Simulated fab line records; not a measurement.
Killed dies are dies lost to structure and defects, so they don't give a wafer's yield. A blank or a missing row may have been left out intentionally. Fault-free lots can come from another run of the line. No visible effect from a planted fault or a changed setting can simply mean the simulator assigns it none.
Which tool is to blame? :: flow nand-harc :: Sampling: 13 lots, 39 wafers, 6 of 1302 route steps

WHAT EACH GAUGE READ, for each wafer
NHARC_A_ONON_D1_THK_MEAS_05: measures by ellipsometry.
lot: L309
measured: day 7 19:51
on: film-metro-02
thk-nm (nm): 1003 1002 1002

lot: L310
measured: day 7 19:34
on: film-metro-02
thk-nm (nm): 1017 1016 1017

lot: L312
measured: day 8 23:46
on: film-metro-02
thk-nm (nm): 1012 1012 1014

lot: L311
measured: day 8 23:47
on: film-metro-01
thk-nm (nm): 1001 1001 1001

lot: L313
measured: day 9 13:14
on: film-metro-02
thk-nm (nm): 1000 1000 1001

lot: L314
measured: day 9 20:56
on: film-metro-02
thk-nm (nm): 1006 1006 1005

lot: L315
measured: day 10 04:27
on: film-metro-01
thk-nm (nm): 1588 1588 1587 1589 1589 1590

lot: L319
measured: day 11 22:08
on: film-metro-02
thk-nm (nm): 1561 1560 1559 1560 1559 1560

lot: L324
measured: day 14 06:41
on: film-metro-01
thk-nm (nm): 988 989 989

lot: L326
measured: day 14 20:15
on: film-metro-02
thk-nm (nm): 987 987 985

lot: L328
measured: day 15 15:34
on: film-metro-01
thk-nm (nm): 982 981 983

lot: L329
measured: day 15 23:11
on: film-metro-01
thk-nm (nm): 989 987 986

lot: L330
measured: day 16 21:06
on: film-metro-01
thk-nm (nm): 1006 1006 1004

NHARC_A_ONON_D1_THK_MEAS_27: measures by ellipsometry.
lot: L309
measured: day 8 06:47
on: film-metro-02
thk-nm (nm): 1008 1011 1008

lot: L310
measured: day 8 06:47
on: film-metro-01
thk-nm (nm): 1012 1013 1014

lot: L312
measured: day 9 13:40
on: film-metro-01
thk-nm (nm): 999 998 999

lot: L311
measured: day 9 13:41
on: film-metro-02
thk-nm (nm): 1020 1017 1018

lot: L313
measured: day 10 00:23
on: film-metro-02
thk-nm (nm): 971 970 973

lot: L314
measured: day 10 08:19
on: film-metro-02
thk-nm (nm): 1005 1002 1004

lot: L324
measured: day 14 18:14
on: film-metro-02
thk-nm (nm): 997 996 997

lot: L326
measured: day 15 07:47
on: film-metro-02
thk-nm (nm): 1010 1007 1010

lot: L328
measured: day 16 02:46
on: film-metro-02
thk-nm (nm): 1015 1015 1012

lot: L329
measured: day 16 12:28
on: film-metro-01
thk-nm (nm): 1010 1012 1013

lot: L330
measured: day 17 08:01
on: film-metro-02
thk-nm (nm): 993 990 990

NHARC_A_ONON_D1_THK_MEAS_30: measures by ellipsometry.
lot: L309
measured: day 8 07:22
on: film-metro-02
thk-nm (nm): 986 986 987

lot: L310
measured: day 8 07:22
on: film-metro-01
thk-nm (nm): 1003 1004 1002

lot: L312
measured: day 9 14:14
on: film-metro-01
thk-nm (nm): 1014 1014 1015

lot: L311
measured: day 9 14:16
on: film-metro-01
thk-nm (nm): 999 997 999

lot: L313
measured: day 10 00:57
on: film-metro-01
thk-nm (nm): 993 991 990

lot: L314
measured: day 10 08:53
on: film-metro-02
thk-nm (nm): 999 999 1000

lot: L324
measured: day 14 18:48
on: film-metro-01
thk-nm (nm): 991 990 987

lot: L326
measured: day 15 08:22
on: film-metro-01
thk-nm (nm): 1013 1013 1013

lot: L328
measured: day 16 03:20
on: film-metro-02
thk-nm (nm): 994 995 994

lot: L329
measured: day 16 13:01
on: film-metro-02
thk-nm (nm): 1014 1015 1017

lot: L330
measured: day 17 08:34
on: film-metro-01
thk-nm (nm): 996 995 996

NHARC_END_SORT_01.
lot: L324
measured: day 31 07:17
on: prober-01
defect-limited-yield (%): 92.0 90.5 92.0
killed-at-array: 52 56 53
killed-at-other: 1 0 0
killed-at-periphery: 1 8 1
killed-dies: 54 64 54
killed-open: 2 7 3
killed-short: 2 2 1
sort_bin_2_pct (%): 3.7 4.0 2.7
sort_bin_3_pct (%): 0.9 0.7 1.0
sort_bin_4_pct (%): 3.4 4.7 4.3
sort-n-pass: 623 613 623
sort-rim-yield-pct (%): 88 85 87
sort-yield-pct (%): 92.0 90.5 92.0

EACH LOT AND THE TOOL THAT RAN IT (in order: tool; ch and the chambers of the sampled wafers; start)
lot: L309
NHARC_A_ZERO_WELL_RTA_16: rtp-anneal-01 ch 0, day 6 22:33
NHARC_A_ONON_D1_DEP_03: pecvd-onon-04 ch 0, day 7 19:20

lot: L310
NHARC_A_ZERO_WELL_RTA_16: rtp-anneal-01 ch 0, day 6 23:47
NHARC_A_ONON_D1_DEP_03: pecvd-onon-01 ch 0, day 7 19:04

lot: L312
NHARC_A_ZERO_WELL_RTA_16: rtp-anneal-02 ch 0, day 8 00:49
NHARC_A_ONON_D1_DEP_03: pecvd-onon-03 ch 0, day 8 23:15

lot: L311
NHARC_A_ZERO_WELL_RTA_16: rtp-anneal-01 ch 0, day 8 02:52
NHARC_A_ONON_D1_DEP_03: pecvd-onon-04 ch 0, day 8 23:16

lot: L313
NHARC_A_ZERO_WELL_RTA_16: rtp-anneal-02 ch 0, day 8 14:32
NHARC_A_ONON_D1_DEP_03: pecvd-onon-04 ch 0, day 9 12:47

lot: L314
NHARC_A_ZERO_WELL_RTA_16: rtp-anneal-01 ch 0, day 8 23:25
NHARC_A_ONON_D1_DEP_03: pecvd-onon-03 ch 0, day 9 20:32

lot: L315
NHARC_A_ZERO_WELL_RTA_16: rtp-anneal-02 ch 0, day 9 04:47
NHARC_A_ONON_D1_DEP_03: pecvd-onon-03 ch 0, day 10 03:56

lot: L319
NHARC_A_ZERO_WELL_RTA_16: rtp-anneal-01 ch 0, day 11 00:58
NHARC_A_ONON_D1_DEP_03: pecvd-onon-03 ch 0, day 11 21:45

lot: L324
NHARC_A_ZERO_WELL_RTA_16: rtp-anneal-01 ch 0, day 13 07:19
NHARC_A_ONON_D1_DEP_03: pecvd-onon-03 ch 0, day 14 06:20

lot: L326
NHARC_A_ZERO_WELL_RTA_16: rtp-anneal-02 ch 0, day 13 23:29
NHARC_A_ONON_D1_DEP_03: pecvd-onon-03 ch 0, day 14 19:48

lot: L328
NHARC_A_ZERO_WELL_RTA_16: rtp-anneal-02 ch 0, day 14 17:49
NHARC_A_ONON_D1_DEP_03: pecvd-onon-03 ch 0, day 15 15:03

lot: L329
NHARC_A_ZERO_WELL_RTA_16: rtp-anneal-01 ch 0, day 14 23:43
NHARC_A_ONON_D1_DEP_03: pecvd-onon-03 ch 0, day 15 22:44

lot: L330
NHARC_A_ZERO_WELL_RTA_16: rtp-anneal-02 ch 0, day 15 22:53
NHARC_A_ONON_D1_DEP_03: pecvd-onon-03 ch 0, day 16 20:42
- NHARC_A_ZERO_WELL_RTA_16: time 10 s.
- NHARC_A_ONON_D1_DEP_03: target thk 1000 nm.

WHAT THE TOOLS THEMSELVES READ (means of the sampled wafers that have a number; where no wafer has one, the mark that the record gives instead)
NHARC_A_ZERO_WELL_RTA_16.
lot: L309
tool: rtp-anneal-01
lamp-power-pct (%): 27.9
wafer_temp_C_max: 1002.5

lot: L310
tool: rtp-anneal-01
lamp-power-pct (%): 27.9
wafer_temp_C_max: 1002.4

lot: L312
tool: rtp-anneal-02
lamp-power-pct (%): 31.0
wafer_temp_C_max: 1004.7

lot: L311
tool: rtp-anneal-01
lamp-power-pct (%): 27.9
wafer_temp_C_max: 1002.1

lot: L313
tool: rtp-anneal-02
lamp-power-pct (%): 31.0
wafer_temp_C_max: 1005.6

lot: L314
tool: rtp-anneal-01
lamp-power-pct (%): 27.9
wafer_temp_C_max: 1002.3

lot: L315
tool: rtp-anneal-02
lamp-power-pct (%): 31.0
wafer_temp_C_max: 1004.9

lot: L319
tool: rtp-anneal-01
lamp-power-pct (%): 27.9
wafer_temp_C_max: 1002.7

lot: L324
tool: rtp-anneal-01
lamp-power-pct (%): 27.9
wafer_temp_C_max: 1002.3

lot: L326
tool: rtp-anneal-02
lamp-power-pct (%): 30.9
wafer_temp_C_max: 1005.1

lot: L328
tool: rtp-anneal-02
lamp-power-pct (%): 30.9
wafer_temp_C_max: 1005.3

lot: L329
tool: rtp-anneal-01
lamp-power-pct (%): 27.9
wafer_temp_C_max: 1002.8

lot: L330
tool: rtp-anneal-02
lamp-power-pct (%): 31.0
wafer_temp_C_max: 1003.7

NHARC_A_ONON_D1_DEP_03.
lot: L309
tool: pecvd-onon-04
sih4-flow-sccm (sccm): 208.8
susceptor-temp-C (C): 399.92

lot: L310
tool: pecvd-onon-01
sih4-flow-sccm (sccm): 210.5
susceptor-temp-C (C): 400.25

lot: L312
tool: pecvd-onon-03
sih4-flow-sccm (sccm): 210.2
susceptor-temp-C (C): 400.14

lot: L311
tool: pecvd-onon-04
sih4-flow-sccm (sccm): 210.3
susceptor-temp-C (C): 399.98

lot: L313
tool: pecvd-onon-04
sih4-flow-sccm (sccm): 209.2
susceptor-temp-C (C): 399.87

lot: L314
tool: pecvd-onon-03
sih4-flow-sccm (sccm): 209.9
susceptor-temp-C (C): 399.92

lot: L315
tool: pecvd-onon-03
sih4-flow-sccm (sccm): 209.5
susceptor-temp-C (C): 399.83

lot: L319
tool: pecvd-onon-03
sih4-flow-sccm (sccm): 209.7
susceptor-temp-C (C): 399.93

lot: L324
tool: pecvd-onon-03
sih4-flow-sccm (sccm): 210.8
susceptor-temp-C (C): 399.98

lot: L326
tool: pecvd-onon-03
sih4-flow-sccm (sccm): 209.7
susceptor-temp-C (C): 399.99

lot: L328
tool: pecvd-onon-03
sih4-flow-sccm (sccm): 210.5
susceptor-temp-C (C): 400.08

lot: L329
tool: pecvd-onon-03
sih4-flow-sccm (sccm): 210.5
susceptor-temp-C (C): 400.08

lot: L330
tool: pecvd-onon-03
sih4-flow-sccm (sccm): 209.6
susceptor-temp-C (C): 399.82

THE ANSWER, worked out from the rows above alone
Rule: the lots themselves supply what counts as usual. The widest of any qualifying gaps counts: lots, ordered by their means at a reading, are off when they make up no more than a third of the lots, leave a main group of 4 or more, and stand apart from it by 3 or more times the standard deviation of that group's means. The tables above print the reading to a certain number of digits; a main group whose means all agree to those digits is not used. Also off: a lot with no number at a reading for which 4 or more lots have one. All remaining lots with rows at the step are treated as sound. First the gauges in route order, then the tools' own readings, where a lot's mean is used as printed above. At the first step where some lot is off, the reading lying furthest off is the one used; lots without a number count as furthest.
Off at NHARC_A_ONON_D1_THK_MEAS_05 (thk-nm): L315, L319. The main group: mean 999 nm, standard deviation 11.
A tool fits if, at a process step before that reading, it ran every lot that is off, and no sound lot after the first of them. Those tools and the gauges at NHARC_A_ONON_D1_THK_MEAS_05 are tried in the same way. Of those tried, none fits.

WHAT HAD BEEN PUT IN BY THE SIMULATOR
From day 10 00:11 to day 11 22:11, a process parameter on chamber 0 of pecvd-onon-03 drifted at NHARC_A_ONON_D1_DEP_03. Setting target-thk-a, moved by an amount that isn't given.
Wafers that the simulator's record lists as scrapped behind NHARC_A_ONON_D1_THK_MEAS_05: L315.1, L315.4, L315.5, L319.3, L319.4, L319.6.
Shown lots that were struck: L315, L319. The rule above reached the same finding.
